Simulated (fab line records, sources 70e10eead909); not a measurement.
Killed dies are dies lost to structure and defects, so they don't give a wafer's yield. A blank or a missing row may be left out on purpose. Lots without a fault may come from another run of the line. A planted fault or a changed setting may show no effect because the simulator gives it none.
fab line records | flow nand_harc | part 1 of 2: steps 1 to 25 of 31
record lots=5 wafers=15 last_day=33
route steps=1302 shown A_CONTACT@1093 A_BLC@1107
lots that met no fault: from a run of the same line without faults
start_h: hours from the record's first day to the start of the lot's first wafer shown | wait_h: hours since the lot's step before | " the same as in the row above | L1.1+2: a row that stands for several wafers | - no value, or no start given | * or withheld: withheld | < > ~ a bound
route shown NAME@n: a module of which the file shows steps, and the number in the route of the first | usual: mean/standard deviation of fault-free wafers | same: alike in all rows | chamber/n: place in a boat | sites: the reading at each site | _std_site: their standard deviation | _edge_site: outer sites' mean less inner sites' | radius_mm: how far each site lies from the wafer's centre | mask NAME#n: copy n | behind: the tool/chamber that last shaped the wafer | hold: why the lot was held/for how many hours/how that ended | device: the transistor (n, p or np) that didn't switch | end of line: the same wafers' tests at the end of the route | a step without rows: its recipe alone | killed: dies lost to structure and defects at the first sort, not the wafer's yield | map: a wafer's dies, x killed, . not, _ none there
set.NAME: the setting as run; set.NAME@STEP: as run at that earlier step | model.NAME: the simulator's own value behind a step, which no gauge read
lots at some steps of the route; a table a step, a row a wafer
services: from which hour (start_h, from the record's first day; less than 0 if before it) a tool's chamber was out of use, for how many hours, and why
## steps
# step NHARC_A_CONTACT_ETCH_98
# recipe target_depth_a=200 over_etch_frac=0.5 time_s=10 ion_energy_ev=250 c4f6_flow_sccm=25 o2_flow_sccm=20 ar_flow_sccm=500 rf_w=600 bias_w=500 chemistry=C4F6/O2
# usual drypump_motor_current_A=5.9/0.43 oes_product_au=0.955/0.019 rf_vpp_V=548/3 showerhead_plenum_p_Torr=3.96/0.14 throttle_valve_pct=26.903/0.0099
# columns lot.wafer tool chamber start_h wait_h drypump_motor_current_A oes_product_au rf_hours_counter_h rf_vpp_V showerhead_plenum_p_Torr throttle_valve_pct
L074.3 rie_diel-07 0 - - 6.4 0.954 14 541 3.66 26.912
L074.1 " 1 " " 5.3 0.976 15 548 4.00 26.889
L074.5 " 0 " " 6.4 0.954 - 542 3.66 26.906
L082.3 rie_diel-12 0 - - 6.1 0.938 20 547 3.92 26.894
L082.2 " 3 " " 6.5 0.937 22 549 4.01 26.893
L082.6 " 0 " " 6.1 0.937 - 545 3.92 26.911
L089.2 rie_diel-07 0 - - 6.5 0.946 52 540 3.64 26.895
L089.1 " 1 " " 5.4 0.945 61 548 3.97 26.912
L089.5 " 3 " " 5.8 0.950 - 544 3.71 26.908
L095.2 rie_diel-12 1 - - 5.7 0.985 16 550 4.08 26.902
L095.3 " 2 " " 5.6 0.994 16 547 3.88 26.894
L095.5 " 0 " " 6.1 1.008 - 546 3.90 26.896
L097.1 rie_diel-12 2 - - 5.6 0.953 23 546 3.88 26.898
L097.3 " 3 " " 6.6 0.952 25 548 4.00 26.885
L097.5 " 3 " " 6.5 0.948 - 548 4.00 26.912
# step NHARC_A_CONTACT_CD_MEAS_15
# usual cd_nm=190.0/0.59
# columns lot.wafer tool chamber start_h wait_h cd_nm
L074.1 cd_sem-02 - 527.36 - 190.6
L074.3 " - " " 190.2
L074.5 " - " " 190.4
L082.2 cd_sem-03 - 606.44 - 189.3
L082.3 " - " " 189.5
L082.6 " - " " 189.5
L089.1 cd_sem-03 - 646.48 - 190.5
L089.2 " - " " 190.9
L089.5 " - " " 190.0
L095.2 cd_sem-02 - 715.11 - 189.1
L095.3 " - " " 189.7
L095.5 " - " " 189.8
L097.1 cd_sem-01 - 751.41 - 189.9
L097.3 " - " " 190.7
L097.5 " - " " 190.5
# step NHARC_A_CONTACT_STRIP_107
# recipe n2_flow_sccm=150 h2_flow_sccm=150 ar_flow_sccm=0 bias_w=0 chemistry=N2/H2
# columns lot.wafer tool chamber start_h wait_h
L074.3+1+5 rie_diel-12 3,1,3 527.45 0.1
L082.3+2+6 rie_diel-12 0,1,2 606.54 0.1
L089.2+1+5 rie_diel-07 2,0,1 646.56 0.1
L095.2+3+5 rie_diel-12 1,0,2 715.19 0.1
L097.1+3+5 rie_diel-12 1,3,1 751.49 0.1
# step NHARC_A_CONTACT_STRIP_108
# recipe cf4_flow_sccm=100 chf3_flow_sccm=30 ar_flow_sccm=0 bias_w=0 chemistry=CF4/CHF3
# columns lot.wafer tool chamber start_h wait_h
L074.1+3+5 rie_diel-12 2,3,1 528.03 0.5
L082.3+2+6 rie_diel-12 0,2,3 606.62 0.1
L089.2+1+5 rie_diel-07 3,0,3 646.65 0.1
L095.2+3+5 rie_diel-12 3,0,3 715.34 0.1
L097.3+1+5 rie_diel-12 0,2,3 751.59 0.1
# step NHARC_A_CONTACT_STRIP_109
# recipe o2_flow_sccm=400 cos_flow_sccm=20 ar_flow_sccm=0 bias_w=0 chemistry=O2/COS
# columns lot.wafer tool chamber start_h wait_h
L074.1+3+5 rie_diel-12 3,1,3 528.09 0.1
L082.3+2+6 rie_diel-12 2,0,1 606.68 0.1
L089.2+1+5 rie_diel-07 3,0,0 646.71 0.1
L095.2+3+5 rie_diel-12 0,3,1 715.43 0.1
L097.3+1+5 rie_diel-12 3,0,1 751.70 0.1
# step NHARC_A_CONTACT_ETCH_110
# recipe target_depth_a=600 overetch_a=60 time_s=33 ion_energy_ev=100 cf4_flow_sccm=80 o2_flow_sccm=20 ar_flow_sccm=0 rf_w=300 bias_w=100 chemistry=CF4/O2
# usual drypump_motor_current_A=5.9/0.45 oes_product_au=0.999/0.0068 rf_vpp_V=197.9/1.4 showerhead_plenum_p_Torr=1.34/0.052 throttle_valve_pct=13.397/0.0082
# columns lot.wafer tool chamber start_h wait_h drypump_motor_current_A oes_product_au rf_hours_counter_h rf_vpp_V showerhead_plenum_p_Torr throttle_valve_pct
L074.3 rie_diel-12 2 528.15 0.0 5.6 0.991 11 196.1 1.33 13.405
L074.1 " 1 " " 5.7 0.996 10 199.1 1.40 13.386
L074.5 " 3 " " 6.6 0.993 - 197.9 1.37 13.403
L082.3 rie_diel-12 3 606.75 0.1 6.5 0.999 22 198.4 1.37 13.406
L082.2 " 0 " " 6.0 0.991 20 197.6 1.33 13.404
L082.6 " 2 " " 5.6 0.997 - 196.0 1.32 13.401
L089.2 rie_diel-07 1 646.77 0.1 5.4 1.002 61 196.7 1.35 13.406
L089.1 " 0 " " 6.5 1.011 52 195.0 1.23 13.382
L089.5 " 2 " " 6.2 1.001 - 200.1 1.43 13.402
L095.2 rie_diel-12 3 715.50 0.1 6.5 0.998 16 197.4 1.36 13.392
L095.3 " 0 " " 6.0 0.993 17 197.4 1.33 13.405
L095.5 " 1 " " 5.7 0.990 - 197.8 1.39 13.390
L097.3 rie_diel-12 3 751.77 0.1 6.5 0.989 25 198.1 1.36 13.400
L097.1 " 1 " " 5.7 0.983 18 199.5 1.39 13.406
L097.5 " 3 " " 6.5 0.988 - 197.3 1.36 13.405
# step NHARC_A_CONTACT_STRIP_26
# recipe o2_flow_sccm=500 ar_flow_sccm=0 bias_w=0 chemistry=O2
# usual drypump_motor_current_A=5.9/0.43 oes_product_au=0.999/0.0066 rf_vpp_V=57.8/0.82 showerhead_plenum_p_Torr=3.55/0.13 throttle_valve_pct=17.036/0.0091
# columns lot.wafer tool chamber start_h wait_h drypump_motor_current_A oes_product_au rf_hours_counter_h rf_vpp_V showerhead_plenum_p_Torr throttle_valve_pct
L074.1 rie_diel-12 1 - - 5.7 0.998 10 59.6 3.69 17.052
L074.3 " 3 " " 6.6 1.004 10 58.3 3.62 17.044
L074.5 " 1 " " 5.7 1.001 - 57.7 3.69 17.027
L082.2 rie_diel-12 3 - - 6.5 0.993 22 57.7 3.61 17.049
L082.3 " 0 " " 6.1 1.002 20 57.9 3.52 17.049
L082.6 " 1 " " 5.7 1.001 - 57.5 3.68 17.035
L089.1 rie_diel-07 1 - - 5.4 1.008 61 57.4 3.57 17.034
L089.2 " 3 " " 5.8 0.997 57 57.9 3.33 17.033
L089.5 " 0 " " 6.5 1.000 - 58.1 3.27 17.033
L095.2 rie_diel-12 3 - - 6.5 0.991 16 58.5 3.60 17.048
L095.3 " 0 " " 6.1 0.998 17 56.3 3.51 17.038
L095.5 " 2 " " 5.6 0.998 - 56.5 3.49 17.043
L097.3 rie_diel-12 0 - - 6.1 0.994 24 57.3 3.51 17.034
L097.1 " 1 " " 5.7 0.991 19 57.9 3.67 17.029
L097.5 " 3 " " 6.6 0.995 - 59.4 3.59 17.053
# step NHARC_A_CONTACT_STRIP_27
# recipe time_s=600 temp_c=30 chemistry=post_etch_residue_remover
# columns lot.wafer tool chamber start_h wait_h
L074.1+3+5 wet_bench-04 0,4,5 528.52 -
L082.3+2+6 wet_bench-01 7,0,3 607.17 -
L089.2+5+1 wet_bench-04 7,2,4 647.15 -
L095.2+3+5 wet_bench-01 1,2,4 715.88 -
L097.3+5+1 wet_bench-01 3,4,6 752.33 -
# step NHARC_A_CONTACT_ALD_18
# recipe target_thk_a=30 pulse_time_s=1 ald_cycles=150 temp_c=450 material=TiN
# usual heater_power_w=1057/97 precursor_pulse_height_rel=0.998/0.017
# same ald_cycles=150
# columns lot.wafer tool chamber start_h wait_h heater_power_w precursor_pulse_height_rel
L074.1 ald_metal-02 2 528.81 - 1004 0.974
L074.3 " 3 " " 1024 1.019
L074.5 " 2 " " 1009 0.976
L082.3 ald_metal-01 3 607.43 - 937 0.997
L082.2 " 2 " " 1145 0.986
L082.6 " 3 " " 935 0.998
L089.2 ald_metal-04 3 647.42 - 906 1.002
L089.1 " 2 " " 1171 0.972
L089.5 " 0 " " 1195 0.979
L095.2 ald_metal-01 2 716.18 - 1095 0.989
L095.3 " 3 " " 974 0.991
L095.5 " 2 " " 1106 1.023
L097.3 ald_metal-04 0 752.60 - 1276 0.998
L097.1 " 1 " " 882 1.016
L097.5 " 0 " " 1227 0.982
# step NHARC_A_CONTACT_CVD_19
# recipe target_thk_a=3000 temp_c=300 pressure_torr=40 wf6_flow_sccm=40 h2_flow_sccm=1600 ar_flow_sccm=1560 time_s=802 material=W
# usual heater_power_w=455/25 mfc_wf6_sccm=40.01/0.11 throttle_valve_pct=8.05/0.29
# columns lot.wafer tool chamber start_h wait_h heater_power_w mfc_wf6_sccm throttle_valve_pct
L074.1 cvd_w-01 1 - - 468 40.12 7.81
L074.3 " 1 " " 458 39.98 7.85
L074.5 " 0 " " 504 39.90 8.30
L082.2 cvd_w-02 0 - - 433 39.98 7.87
L082.3 " 0 " " 437 40.07 7.90
L082.6 " 1 " " 474 40.08 8.35
L089.1 cvd_w-01 0 - - 459 39.97 8.30
L089.2 " 1 " " 447 40.03 7.93
L089.5 " 1 " " 464 40.05 7.78
L095.2 cvd_w-02 0 - - 409 40.01 7.61
L095.3 " 1 " " 476 40.04 7.83
L095.5 " 1 " " 480 39.95 8.40
L097.1 cvd_w-02 0 - - 414 39.93 7.89
L097.3 " 1 " " 473 40.05 8.03
L097.5 " 0 " " 414 39.89 7.70
# step NHARC_A_CONTACT_CMP_20
# recipe t_overpolish_s=30 target_thk_nm=300
# usual motor_current_A=11.9/0.98 overpolish_run_s=30.001/0.0086 time_to_endpoint_s=60.1/2.5
# columns lot.wafer tool chamber start_h wait_h motor_current_A overpolish_run_s time_to_endpoint_s
L074.3 cmp-01 0 529.91 0.4 12.3 30.001 61.3
L074.1 " 2 " " 11.5 30.006 63.5
L074.5 " 0 " " 12.8 30.010 56.4
L082.2 cmp-03 0 608.52 0.6 13.2 29.981 58.5
L082.3 " 3 " " 12.8 29.989 61.3
L082.6 " 0 " " 12.5 29.993 60.2
L089.1 cmp-03 0 648.73 0.8 12.9 30.012 58.5
L089.2 " 1 " " 11.1 30.008 59.1
L089.5 " 3 " " 12.6 30.003 61.7
L095.3 cmp-01 2 717.33 0.6 12.2 29.987 60.6
L095.2 " 3 " " 12.0 29.998 60.1
L095.5 " 1 " " 12.0 29.998 58.2
L097.1 cmp-01 1 753.71 0.8 11.0 30.002 55.0
L097.3 " 2 " " 13.2 29.997 60.1
L097.5 " 0 " " 11.7 30.002 57.5
# step NHARC_A_CONTACT_SRD_22
# columns lot.wafer tool chamber start_h wait_h
L074.1+3+5 wet_bench-04 0,2,3 530.21 0.0
L082.2+3+6 wet_bench-07 5,7,2 608.85 0.0
L089.1+2+5 wet_bench-07 2,4,6 649.03 0.0
L095.5+2+3 wet_bench-07 0,3,4 717.60 0.0
L097.5+3+1 wet_bench-07 6,1,3 754.00 0.0
# step NHARC_A_CONTACT_INSPECT_23
# usual raw_defect_count=511/130
# columns lot.wafer tool chamber start_h wait_h raw_defect_count
L074.1 defect_inspect-01 - 530.29 0.1 401
L074.3 " - " " 403
L074.5 " - " " 323
L082.2 defect_inspect-02 - 608.93 0.1 459
L082.3 " - " " 438
L082.6 " - " " 456
L089.1 defect_inspect-01 - 649.11 0.1 357
L089.2 " - " " 416
L089.5 " - " " 355
L095.2 defect_inspect-02 - 717.69 0.1 267
L095.3 " - " " 419
L095.5 " - " " 464
L097.1 defect_inspect-01 - 754.09 0.1 427
L097.3 " - " " 626
L097.5 " - " " 410
# step NHARC_A_BLC_DEHYDRATE_00
# recipe temp_c=150 time_s=120
# usual chill_plate_temp_C=23.02/0.11
# columns lot.wafer tool chamber start_h wait_h chill_plate_temp_C
L074.1 litho_track-04 0 530.35 0.1 22.92
L074.3 " 0 " " 22.80
L074.5 " 0 " " 23.03
L082.2 litho_track-04 0 608.99 0.1 23.06
L082.3 " 0 " " 23.08
L082.6 " 0 " " 23.04
L089.1 litho_track-01 0 649.16 0.1 22.92
L089.2 " 0 " " 23.00
L089.5 " 0 " " 23.03
L095.2 litho_track-06 0 717.74 0.1 22.90
L095.3 " 0 " " 22.94
L095.5 " 0 " " 23.08
L097.1 litho_track-06 0 754.14 0.1 23.24
L097.3 " 0 " " 23.13
L097.5 " 0 " " 23.03
# step NHARC_A_BLC_HMDS_01
# recipe time_s=30
# usual chill_plate_temp_C=23.01/0.1
# columns lot.wafer tool chamber start_h wait_h chill_plate_temp_C
L074.1 litho_track-04 0 - - 23.08
L074.3 " 0 " " 23.02
L074.5 " 0 " " 23.18
L082.2 litho_track-04 0 - - 23.05
L082.3 " 0 " " 23.01
L082.6 " 0 " " 22.93
L089.1 litho_track-01 0 - - 23.08
L089.2 " 0 " " 23.08
L089.5 " 0 " " 23.02
L095.2 litho_track-06 0 - - 23.11
L095.3 " 0 " " 23.01
L095.5 " 0 " " 23.16
L097.1 litho_track-06 0 - - 23.14
L097.3 " 0 " " 23.03
L097.5 " 0 " " 22.99
# step NHARC_A_BLC_COAT_02
# recipe temp_c=260 time_s=75
# usual chill_plate_temp_C=22.99/0.1
# columns lot.wafer tool chamber start_h wait_h chill_plate_temp_C
L074.1 litho_track-04 0 - - 23.01
L074.3 " 0 " " 23.04
L074.5 " 0 " " 22.96
L082.2 litho_track-04 0 - - 23.05
L082.3 " 0 " " 23.08
L082.6 " 0 " " 23.02
L089.1 litho_track-01 0 - - 22.91
L089.2 " 0 " " 23.04
L089.5 " 0 " " 23.13
L095.2 litho_track-06 0 - - 23.01
L095.3 " 0 " " 23.06
L095.5 " 0 " " 22.93
L097.1 litho_track-06 0 - - 22.93
L097.3 " 0 " " 23.14
L097.5 " 0 " " 22.97
# step NHARC_A_BLC_COAT_03
# recipe temp_c=225 time_s=65
# usual chill_plate_temp_C=23.02/0.11
# columns lot.wafer tool chamber start_h wait_h chill_plate_temp_C
L074.1 litho_track-04 0 - - 22.88
L074.3 " 0 " " 23.09
L074.5 " 0 " " 23.04
L082.2 litho_track-04 0 - - 22.83
L082.3 " 0 " " 23.05
L082.6 " 0 " " 22.91
L089.1 litho_track-01 0 - - 23.09
L089.2 " 0 " " 22.95
L089.5 " 0 " " 23.03
L095.2 litho_track-06 0 - - 22.88
L095.3 " 0 " " 22.98
L095.5 " 0 " " 23.10
L097.1 litho_track-06 0 - - 23.05
L097.3 " 0 " " 23.06
L097.5 " 0 " " 23.05
# step NHARC_A_BLC_COAT_04
# recipe spin_rpm=1500 resist_thk_nm=90
# usual chill_plate_temp_C=23.00/0.1
# columns lot.wafer tool chamber start_h wait_h chill_plate_temp_C
L074.1 litho_track-04 0 - - 22.89
L074.3 " 0 " " 22.97
L074.5 " 0 " " 22.89
L082.2 litho_track-04 0 - - 23.25
L082.3 " 0 " " 23.21
L082.6 " 0 " " 22.93
L089.1 litho_track-01 0 - - 23.20
L089.2 " 0 " " 23.19
L089.5 " 0 " " 23.00
L095.2 litho_track-06 0 - - 22.97
L095.3 " 0 " " 22.87
L095.5 " 0 " " 22.83
L097.1 litho_track-06 0 - - 22.91
L097.3 " 0 " " 23.03
L097.5 " 0 " " 22.83
# step NHARC_A_BLC_SOFTBAKE_05
# recipe temp_c=105 time_s=55
# usual chill_plate_temp_C=23.00/0.097
# columns lot.wafer tool chamber start_h wait_h chill_plate_temp_C
L074.1 litho_track-04 0 - - 22.87
L074.3 " 0 " " 22.95
L074.5 " 0 " " 23.07
L082.2 litho_track-04 0 - - 22.97
L082.3 " 0 " " 23.02
L082.6 " 0 " " 22.94
L089.1 litho_track-01 0 - - 22.95
L089.2 " 0 " " 22.86
L089.5 " 0 " " 23.04
L095.2 litho_track-06 0 - - 22.96
L095.3 " 0 " " 23.01
L095.5 " 0 " " 23.08
L097.1 litho_track-06 0 - - 22.88
L097.3 " 0 " " 23.05
L097.5 " 0 " " 23.08
# step NHARC_A_BLC_EBR_06
# usual chill_plate_temp_C=23.01/0.093
# columns lot.wafer tool chamber start_h wait_h chill_plate_temp_C
L074.1 litho_track-04 0 - - 22.93
L074.3 " 0 " " 22.96
L074.5 " 0 " " 23.02
L082.2 litho_track-04 0 - - 23.11
L082.3 " 0 " " 23.00
L082.6 " 0 " " 23.02
L089.1 litho_track-01 0 - - 22.95
L089.2 " 0 " " 22.84
L089.5 " 0 " " 22.85
L095.2 litho_track-06 0 - - 22.99
L095.3 " 0 " " 22.95
L095.5 " 0 " " 23.13
L097.1 litho_track-06 0 - - 22.96
L097.3 " 0 " " 22.97
L097.5 " 0 " " 23.11
# step NHARC_A_BLC_EXPOSE_07
# recipe na=1.35 target_cd_nm=100 dose_mj=67.97 mask_id=A_BLC
# usual focus_offset_nm=-0.2/0.5
# same na=1.35
# columns lot.wafer tool chamber start_h wait_h mask focus_offset_nm
L074.1 arfi_scanner-03 0 530.66 - A_BLC#0 -0.6
L074.3 " 0 " " A_BLC#0 -0.2
L074.5 " 0 " " A_BLC#0 0.1
L082.2 arfi_scanner-03 0 609.30 - A_BLC#0 0.4
L082.3 " 0 " " A_BLC#0 -0.6
L082.6 " 0 " " A_BLC#0 0.2
L089.1 arfi_scanner-02 0 649.35 - A_BLC#0 0.2
L089.2 " 0 " " A_BLC#0 -0.1
L089.5 " 0 " " A_BLC#0 -0.6
L095.2 arfi_scanner-01 0 717.93 - A_BLC#0 -0.3
L095.3 " 0 " " A_BLC#0 0.6
L095.5 " 0 " " A_BLC#0 0.6
L097.1 arfi_scanner-01 0 754.33 - A_BLC#0 0.0
L097.3 " 0 " " A_BLC#0 0.0
L097.5 " 0 " " A_BLC#0 0.6
# step NHARC_A_BLC_PEB_08
# recipe peb_temp_c=100 peb_time_s=65
# usual chill_plate_temp_C=23.02/0.084
# columns lot.wafer tool chamber start_h wait_h chill_plate_temp_C
L074.1 litho_track-04 0 530.72 0.1 22.92
L074.3 " 0 " " 23.03
L074.5 " 0 " " 23.07
L082.2 litho_track-04 0 609.36 0.1 22.90
L082.3 " 0 " " 23.00
L082.6 " 0 " " 23.00
L089.1 litho_track-04 0 649.41 0.1 22.98
L089.2 " 0 " " 23.01
L089.5 " 0 " " 23.07
L095.2 litho_track-04 0 718.00 0.1 22.92
L095.3 " 0 " " 23.05
L095.5 " 0 " " 23.03
L097.1 litho_track-04 0 754.39 0.1 23.04
L097.3 " 0 " " 22.91
L097.5 " 0 " " 23.02
# step NHARC_A_BLC_DEVELOP_09
# recipe develop_time_s=35 dev_temp_c=23
# usual chill_plate_temp_C=23.01/0.1
# columns lot.wafer tool chamber start_h wait_h chill_plate_temp_C
L074.1 litho_track-04 0 - - 22.93
L074.3 " 0 " " 22.99
L074.5 " 0 " " 23.01
L082.2 litho_track-04 0 - - 23.13
L082.3 " 0 " " 23.05
L082.6 " 0 " " 22.99
L089.1 litho_track-04 0 - - 22.87
L089.2 " 0 " " 22.98
L089.5 " 0 " " 22.85
L095.2 litho_track-04 0 - - 22.87
L095.3 " 0 " " 22.88
L095.5 " 0 " " 22.94
L097.1 litho_track-04 0 - - 23.09
L097.3 " 0 " " 23.16
L097.5 " 0 " " 23.12
# step NHARC_A_BLC_CD_MEAS_10
# recipe target_cd_nm=100 landing_energy_ev=500
# usual cd_nm=99.7/0.51
# columns lot.wafer tool chamber start_h wait_h cd_nm
L074.1 cd_sem-02 0 530.81 - 100.5
L074.3 " 0 " " 100.3
L074.5 " 0 " " 99.8
L082.2 cd_sem-03 0 609.44 - 99.5
L082.3 " 0 " " 99.2
L082.6 " 0 " " 99.7
L089.1 cd_sem-01 0 649.49 - 100.0
L089.2 " 0 " " 100.1
L089.5 " 0 " " 100.1
L095.2 cd_sem-03 0 718.08 - 99.1
L095.3 " 0 " " 98.7
L095.5 " 0 " " 99.1
L097.1 cd_sem-01 0 754.47 - 99.7
L097.3 " 0 " " 99.4
L097.5 " 0 " " 99.3
# step NHARC_A_BLC_OVL_MEAS_11
# usual overlay_x_nm=-0.3/0.86 overlay_y_nm=0.0/0.83
# columns lot.wafer tool chamber start_h wait_h overlay_x_nm overlay_y_nm
L074.1 overlay-02 - 530.89 - 0.6 0.0
L074.3 " - " " -0.1 -0.4
L074.5 " - " " -0.5 0.1
L082.2 overlay-02 - 609.52 - -0.4 0.1
L082.3 " - " " -0.8 -1.0
L082.6 " - " " -0.2 -0.9
L089.1 overlay-02 - 649.58 - -0.3 0.0
L089.2 " - " " -0.3 0.0
L089.5 " - " " -0.3 0.1
L095.2 overlay-02 - 718.17 - 0.5 -0.3
L095.3 " - " " 0.8 -0.6
L095.5 " - " " 0.3 -0.7
L097.1 overlay-02 - 754.56 - -0.7 -0.6
L097.3 " - " " -0.9 0.2
L097.5 " - " " -0.5 -0.3
